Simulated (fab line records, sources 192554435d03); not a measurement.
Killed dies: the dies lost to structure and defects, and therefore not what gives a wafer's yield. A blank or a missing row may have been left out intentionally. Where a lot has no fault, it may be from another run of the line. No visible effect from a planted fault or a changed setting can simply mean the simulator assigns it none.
Chamber matching :: flow n5Finfet :: rieDiel-05 running N5_BEOL_M8_ETCH_72: 4 sister chambers
The step etches underlayer in N2/H2, target depth 6.5 nm, time 5.2 s. 8 wafers are shown with their chamber, then 12 later ones without.

WAFERS, EACH WITH ITS CHAMBER
wafer: L081.6
chamber: 0
drypumpMotorCurrentA (A): 5.2
showerheadPlenumPTorr (Torr): 2.60

wafer: L083.1
chamber: 1
drypumpMotorCurrentA (A): 6.2
showerheadPlenumPTorr (Torr): 2.49

wafer: L085.3
chamber: 1
drypumpMotorCurrentA (A): 6.2
showerheadPlenumPTorr (Torr): 2.49

wafer: L085.4
chamber: 2
drypumpMotorCurrentA (A): 6.3
showerheadPlenumPTorr (Torr): 2.52

wafer: L085.6
chamber: 3
drypumpMotorCurrentA (A): 5.3
showerheadPlenumPTorr (Torr): 2.52

wafer: L089.1
chamber: 2
drypumpMotorCurrentA (A): 6.3
showerheadPlenumPTorr (Torr): 2.51

wafer: L089.3
chamber: 3
drypumpMotorCurrentA (A): 5.4
showerheadPlenumPTorr (Torr): 2.52

wafer: L089.4
chamber: 0
drypumpMotorCurrentA (A): 5.2
showerheadPlenumPTorr (Torr): 2.60

WAFERS WHOSE CHAMBER IS MISSING
wafer: L086.2
drypumpMotorCurrentA (A): 6.2
showerheadPlenumPTorr (Torr): 2.49

wafer: L086.4
drypumpMotorCurrentA (A): 6.3
showerheadPlenumPTorr (Torr): 2.51

wafer: L086.5
drypumpMotorCurrentA (A): 5.2
showerheadPlenumPTorr (Torr): 2.60

wafer: L092.2
drypumpMotorCurrentA (A): 6.3
showerheadPlenumPTorr (Torr): 2.51

wafer: L092.3
drypumpMotorCurrentA (A): 5.2
showerheadPlenumPTorr (Torr): 2.60

wafer: L092.6
drypumpMotorCurrentA (A): 5.4
showerheadPlenumPTorr (Torr): 2.52

wafer: L091.1
drypumpMotorCurrentA (A): 5.3
showerheadPlenumPTorr (Torr): 2.51

wafer: L091.2
drypumpMotorCurrentA (A): 5.2
showerheadPlenumPTorr (Torr): 2.60

wafer: L091.3
drypumpMotorCurrentA (A): 6.3
showerheadPlenumPTorr (Torr): 2.51

wafer: L094.1
drypumpMotorCurrentA (A): 5.2
showerheadPlenumPTorr (Torr): 2.59

wafer: L094.2
drypumpMotorCurrentA (A): 6.1
showerheadPlenumPTorr (Torr): 2.48

wafer: L094.6
drypumpMotorCurrentA (A): 6.3
showerheadPlenumPTorr (Torr): 2.51

WHICH CHAMBER EACH WENT THROUGH
wafer: L086.2
from the rows above: 1
in truth: 1

wafer: L086.4
from the rows above: 2
in truth: 2

wafer: L086.5
from the rows above: 0
in truth: 0

wafer: L092.2
from the rows above: 2
in truth: 2

wafer: L092.3
from the rows above: 0
in truth: 0

wafer: L092.6
from the rows above: 3
in truth: 3

wafer: L091.1
from the rows above: 3
in truth: 3

wafer: L091.2
from the rows above: 0
in truth: 0

wafer: L091.3
from the rows above: 2
in truth: 2

wafer: L094.1
from the rows above: 0
in truth: 0

wafer: L094.2
from the rows above: 1
in truth: 1

wafer: L094.6
from the rows above: 2
in truth: 2
Placed correctly: 12 of 12. From these rows, 0 cannot be placed. Wrongly placed: 0.
How it was worked out, from the rows above alone: a wafer's distance from a chamber is the root of the sum, over the readings, of the square of ((its reading less the chamber's mean) divided by the reading's scatter). If the next closest chamber is less than 2 further off than the closest, the wafer can't be placed; otherwise it belongs to the closest. The mean given for a chamber averages the wafers shown for that chamber. The scatter: take each reading less its chamber's mean, square it, sum over the shown wafers, divide by the number of wafers less the number of chambers, and take the root.
